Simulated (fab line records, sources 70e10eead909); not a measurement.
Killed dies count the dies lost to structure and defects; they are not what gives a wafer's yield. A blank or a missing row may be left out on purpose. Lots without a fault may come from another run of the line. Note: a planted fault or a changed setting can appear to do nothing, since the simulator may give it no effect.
Which tool did it? -- flow nand-harc -- 12 lots with 36 wafers sampled at 6 steps, on a route of 1302 steps

== WHAT EACH GAUGE READ, for each wafer ==
NHARC_END_SORT_01. Usual: defect-limited-yield 91 % (standard deviation 3.2); killed-at-array 55 (standard deviation 22); killed-at-other 0.9 (standard deviation 1.2); killed-at-periphery 3.6 (standard deviation 2.3); killed-dies 60 (standard deviation 22); killed-open 3.2 (standard deviation 1.9); killed-short 2.5 (standard deviation 1.6).
lot,measured,on,defect-limited-yield (%),killed-at-array,killed-at-other,killed-at-periphery,killed-dies,killed-open,killed-short,flag
L280,day 24 10:02,prober-01,92 91 92,51 57 51,0 1 0,1 0 2,52 58 53,0 1 1,2 2 3,
L281,day 24 18:00,prober-02,94 95 93,36 26 43,0 1 0,5 5 4,41 32 47,4 3 3,3 2 3,
L282,day 25 03:41,prober-01,94 93 92,35 40 46,0 0 0,4 6 7,39 46 53,4 4 2,2 1 3,
L284,day 25 14:04,prober-02,86 87 88,96 83 77,0 0 0,2 3 3,98 86 80,2 2 3,3 2 2,
L285,day 26 17:33,prober-02,88 87 87,77 85 82,2 1 1,3 0 2,82 86 85,2 2 4,1 2 5,
L286,day 26 15:54,prober-01,96 96 97,24 21 21,0 0 0,3 4 2,27 25 23,5 2 2,0 2 3,
L287,day 28 01:18,prober-01,89 91 89,70 60 71,2 1 1,3 1 3,75 62 75,3 1 3,3 1 1,
L294,day 30 08:55,prober-01,93 94 94,46 42 37,0 0 0,1 1 3,47 43 40,1 4 2,2 1 1,
L296,day 31 14:01,prober-01,87 92 89,82 54 69,1 2 1,4 1 4,87 57 74,4 0 4,3 2 4,
L299,day 32 06:02,prober-01,88 89 87,78 68 82,2 1 1,2 3 7,82 72 90,6 2 8,6 2 4,
L301,day 33 05:24,prober-01,94 93 95,33 42 24,1 1 5,5 6 4,39 49 33,4 9 4,4 5 2,
L303,day 34 02:43,prober-01,93 94 94,45 39 41,0 0 1,3 3 2,48 42 44,1 0 2,3 2 2,

== TOOL THAT RAN EACH LOT (tool first, then ch and the chambers of the sampled wafers, then the start) ==
lot,NHARC_A_M1_DESCUM_14,NHARC_A_M1_ECD_22,NHARC_A_M1_ANNEAL_31,NHARC_A_M1_CMP_23,NHARC_A_M1_PRE_CLEAN_32
L280,"rie-diel-09 ch 1,2,3, day 22 23:17","ecd-cu-02 ch 0,1, day 23 00:39","rtp-anneal-02 ch 0, day 23 01:02","cmp-03 ch 0,2,3, day 23 01:23","pecvd-03 ch 0,1, day 23 01:55"
L281,"rie-diel-09 ch 0,1,3, day 23 07:08","ecd-cu-02 ch 0,1, day 23 08:31","rtp-anneal-02 ch 0, day 23 09:04","cmp-04 ch 0,2,3, day 23 09:25","pecvd-03 ch 0,1, day 23 09:58"
L282,"rie-diel-11 ch 0,1,3, day 23 15:35","ecd-cu-01 ch 0,1, day 23 17:01","rtp-anneal-01 ch 0, day 23 17:24","cmp-04 ch 0,2,3, day 23 17:41","pecvd-01 ch 0,1,2, day 23 18:14"
L284,"rie-diel-09 ch 0,3, day 24 05:16","ecd-cu-02 ch 0,1, day 24 06:41","rtp-anneal-01 ch 0, day 24 07:14","cmp-04 ch 0,1,2, day 24 07:34","pecvd-04 ch 0,1,2, day 24 08:05"
L285,"rie-diel-09 ch 0,1, day 25 05:25","ecd-cu-01 ch 0,1, day 25 06:56","rtp-anneal-02 ch 0, day 25 07:16","cmp-04 ch 0,1, day 25 07:31","pecvd-01 ch 0,1,2, day 25 08:04"
L286,"rie-diel-09 ch 0,1, day 25 07:17","ecd-cu-01 ch 0,1, day 25 08:41","rtp-anneal-01 ch 0, day 25 09:04","cmp-04 ch 0,1, day 25 09:25","pecvd-03 ch 0,2, day 25 09:58"
L287,"rie-diel-12 ch 2,3, day 26 03:58","ecd-cu-01 ch 0,1, day 26 05:26","rtp-anneal-02 ch 0, day 26 05:50","cmp-03 ch 2,3, day 26 06:06","pecvd-04 ch 0,2, day 26 06:37"
L294,"rie-diel-09 ch 0,1, day 28 22:36","ecd-cu-02 ch 0,1, day 29 00:05","rtp-anneal-02 ch 0, day 29 00:28","cmp-03 ch 0,2, day 29 00:42","pecvd-01 ch 0,2, day 29 01:15"
L296,"rie-diel-12 ch 0,2,3, day 29 23:51","ecd-cu-02 ch 0,1, day 30 01:14","rtp-anneal-02 ch 0, day 30 01:38","cmp-03 ch 0,1,2, day 30 01:59","pecvd-03 ch 0,1,2, day 30 02:32"
L299,"rie-diel-11 ch 2,3, day 30 18:47","ecd-cu-01 ch 0,1, day 30 20:13","rtp-anneal-02 ch 0, day 30 20:36","cmp-04 ch 1,2, day 30 20:53","pecvd-03 ch 0,2, day 30 21:26"
L301,"rie-diel-09 ch 1,2,3, day 31 11:04","ecd-cu-01 ch 0,1, day 31 12:35","rtp-anneal-01 ch 0, day 31 12:58","cmp-04 ch 0,1, day 31 13:13","pecvd-01 ch 0,2, day 31 13:46"
L303,"rie-diel-12 ch 0,2,3, day 32 14:31","ecd-cu-01 ch 0,1, day 32 15:56","rtp-anneal-02 ch 0, day 32 16:19","cmp-04 ch 0,2,3, day 32 16:37","pecvd-04 ch 0,1,2, day 32 17:10"
- NHARC_A_M1_DESCUM_14: chemistry O2, time 3 s.
- NHARC_A_M1_ECD_22: material Cu, target thk 400 nm.
- NHARC_A_M1_ANNEAL_31: time 90 s.
- NHARC_A_M1_CMP_23: polishes, t overpolish 20 s, target thk 154.34 nm.
- NHARC_A_M1_PRE_CLEAN_32: time 12 s.

== AS READ BY THE TOOLS THEMSELVES (means over the sampled wafers that have a number; for cases with no such wafer, the mark the record gives instead) ==
NHARC_A_M1_DESCUM_14. Usual: drypump-motor-current-A 5.8 A, standard deviation 0.55; oes-product-au 1.002 a.u., standard deviation 0.014; rf-vpp-V 57.7 V, standard deviation 0.82; showerhead-plenum-p-Torr 1.89 Torr, standard deviation 0.069; throttle-valve-pct 11.310 %, standard deviation 0.0087.
lot,tool,drypump-motor-current-A (A),oes-product-au (a.u.),rf-vpp-V (V),showerhead-plenum-p-Torr (Torr),throttle-valve-pct (%),flag
L280,rie-diel-09,6.1,1.021,57.6,1.90,11.316,
L281,rie-diel-09,5.6,1.004,57.7,1.93,11.304,
L282,rie-diel-11,5.6,0.998,56.9,1.85,11.303,
L284,rie-diel-09,5.9,1.008,57.3,1.90,11.308,
L285,rie-diel-09,5.2,1.001,58.5,1.93,11.318,
L286,rie-diel-09,5.3,1.003,57.6,1.93,11.317,
L287,rie-diel-12,6.0,1.002,57.7,1.80,11.300,
L294,rie-diel-09,5.2,0.986,58.0,1.96,11.308,
L296,rie-diel-12,5.9,1.000,57.5,1.81,11.310,
L299,rie-diel-11,5.7,1.015,57.2,1.88,11.306,
L301,rie-diel-09,6.1,1.003,57.4,1.89,11.305,
L303,rie-diel-12,5.9,1.003,58.3,1.81,11.310,

NHARC_A_M1_ANNEAL_31. Usual: wafer_temp_C_max at 225.87, with a standard deviation of 0.24.
lot,tool,wafer_temp_C_max,flag
L280,rtp-anneal-02,225.74,
L281,rtp-anneal-02,225.97,
L282,rtp-anneal-01,225.76,
L284,rtp-anneal-01,225.89,
L285,rtp-anneal-02,225.79,
L286,rtp-anneal-01,226.04,
L287,rtp-anneal-02,225.97,
L294,rtp-anneal-02,225.87,
L296,rtp-anneal-02,225.74,
L299,rtp-anneal-02,225.74,
L301,rtp-anneal-01,226.11,
L303,rtp-anneal-02,225.71,

NHARC_A_M1_CMP_23. Usual: motor-current-A 11.8 A, standard deviation 1.1; time-to-endpoint-s 30 s, standard deviation 3.9.
lot,tool,motor-current-A (A),time-to-endpoint-s (s),flag
L280,cmp-03,11.0,28,
L281,cmp-04,12.7,29,
L282,cmp-04,12.4,29,
L284,cmp-04,12.8,31,
L285,cmp-04,12.4,26,
L286,cmp-04,12.5,28,
L287,cmp-03,11.3,24,
L294,cmp-03,11.1,34,
L296,cmp-03,11.6,37,
L299,cmp-04,13.5,29,
L301,cmp-04,12.1,28,
L303,cmp-04,12.7,27,

NHARC_A_M1_PRE_CLEAN_32. Usual: heater-power-w at 642 W, with a standard deviation of 79.
lot,tool,heater-power-w (W),flag
L280,pecvd-03,728,
L281,pecvd-03,657,
L282,pecvd-01,587,
L284,pecvd-04,714,
L285,pecvd-01,589,
L286,pecvd-03,595,
L287,pecvd-04,656,
L294,pecvd-01,680,
L296,pecvd-03,630,
L299,pecvd-03,587,
L301,pecvd-01,603,
L303,pecvd-04,715,

== THE ANSWER, worked out from the rows above alone ==
Rule: a lot counts as off when the mean over its wafers that have a number is more than 3 standard deviations away from the usual mean. Also off: a lot with no number at a reading for which 4 or more lots have one. Any other lot the step has rows for is counted as sound. The gauges are gone through in route order, then the tools' own readings, and for those a lot's mean is taken as printed above. The first step at which some lot is off is used, and at that step the reading that is off furthest; a lot without a number counts as furthest.
None of the lots is off at any reading shown; this tells nothing.

== WHAT THE SIMULATOR PUT IN ==
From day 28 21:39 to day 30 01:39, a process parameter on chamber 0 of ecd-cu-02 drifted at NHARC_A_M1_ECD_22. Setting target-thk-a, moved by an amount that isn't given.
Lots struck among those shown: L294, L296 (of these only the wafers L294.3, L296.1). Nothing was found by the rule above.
